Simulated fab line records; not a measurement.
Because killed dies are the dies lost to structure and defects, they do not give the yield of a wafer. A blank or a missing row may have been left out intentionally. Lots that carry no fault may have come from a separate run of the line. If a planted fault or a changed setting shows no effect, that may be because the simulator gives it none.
Matching of chambers | flow n5Finfet | 4 sister chambers for N5_BEOL_M2_STRIP_19 on rieDiel-05
The step strips in O2. 8 wafers are shown with their chamber, then 8 later ones without.

WAFERS, EACH WITH ITS CHAMBER
wafer  | chamber | showerheadPlenumPTorr (Torr) | throttleValvePct (%)
L081.5 | 3       | 2.16                         | 16.4
L082.5 | 3       | 2.16                         | 16.4
L084.1 | 1       | 2.21                         | 17.2
L084.2 | 0       | 2.23                         | 16.4
L090.1 | 1       | 2.20                         | 17.3
L090.2 | 0       | 2.22                         | 16.4
L090.3 | 2       | 2.02                         | 16.3
L092.1 | 2       | 2.01                         | 16.3

WAFERS MISSING THEIR CHAMBER
wafer  | showerheadPlenumPTorr (Torr) | throttleValvePct (%)
L092.4 | 2.20                         | 17.3
L092.6 | 2.01                         | 16.3
L096.1 | 2.01                         | 16.3
L096.2 | 2.20                         | 17.3
L096.6 | 2.15                         | 16.4
L095.1 | 2.22                         | 16.4
L095.2 | 2.01                         | 16.3
L095.5 | 2.22                         | 16.4

EACH ONE'S CHAMBER
wafer  | from the rows above | in truth
L092.4 | 1                   | 1
L092.6 | 2                   | 2
L096.1 | 2                   | 2
L096.2 | 1                   | 1
L096.6 | 3                   | 3
L095.1 | 0                   | 0
L095.2 | 2                   | 2
L095.5 | 0                   | 0
8 of 8 placed correctly. Number that these rows cannot place: 0. Placed wrongly: 0.
How it was worked out, from the rows above alone: a wafer's distance from a chamber is the root of the sum, over the readings, of the square of ((its reading less the chamber's mean) divided by the reading's scatter). If the next closest chamber is less than 2 further off than the closest, the wafer can't be placed; otherwise it belongs to the closest. A chamber's mean is the mean of its shown wafers. The scatter: take each reading less its chamber's mean, square it, sum over the shown wafers, divide by the number of wafers less the number of chambers, and take the root.
